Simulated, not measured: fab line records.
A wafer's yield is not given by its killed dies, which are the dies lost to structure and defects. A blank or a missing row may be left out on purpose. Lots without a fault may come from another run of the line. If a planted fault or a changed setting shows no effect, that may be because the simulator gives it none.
Matching of chambers | flow nand_harc | pecvd-03 running NHARC_A_SLIT_DEP_23: 3 sister chambers
The step deposits SiON, target thk 100 nm. 6 wafers are shown with their chamber, then 9 later ones without.

== WAFERS, EACH WITH ITS CHAMBER ==
wafer  | chamber | heater_power_w (W)
L082.5 | 2       | 824
L081.3 | 1       | 811
L081.4 | 0       | 609
L089.1 | 0       | 676
L089.3 | 1       | 757
L089.6 | 2       | 887

== WAFERS WHOSE CHAMBER IS MISSING ==
wafer  | heater_power_w (W)
L090.1 | 843
L090.2 | 655
L090.6 | 881
L091.1 | 787
L091.3 | 596
L091.4 | 828
L095.1 | 797
L095.2 | 746
L095.4 | 590

== CHAMBER TAKEN BY EACH ==
wafer  | from the rows above          | in truth
L090.1 | can't be placed: 2 or 1      | 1
L090.2 | 0                            | 0
L090.6 | can't be placed: 2 or 1      | 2
L091.1 | can't be placed: 1 or 2      | 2
L091.3 | 0                            | 0
L091.4 | can't be placed: 2 or 1      | 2
L095.1 | can't be placed: 1 or 2      | 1
L095.2 | can't be placed: 1 or 0 or 2 | 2
L095.4 | 0                            | 0
Placed correctly: 3 of 9. These rows do not allow placing 6 (true chamber among the candidates in 6). Number placed wrongly: 0.
How it was worked out, from the rows above alone: a wafer's distance from a chamber is the root of the sum, over the readings, of the square of ((its reading less the chamber's mean) divided by the reading's scatter). The wafer belongs to the nearest chamber; if the next one is less than 2 further off, it can't be placed. The mean given for a chamber averages the wafers shown for that chamber. The scatter is the square root of a quotient: the sum, over the shown wafers, of each reading's squared deviation from its chamber's mean, divided by wafers minus chambers.
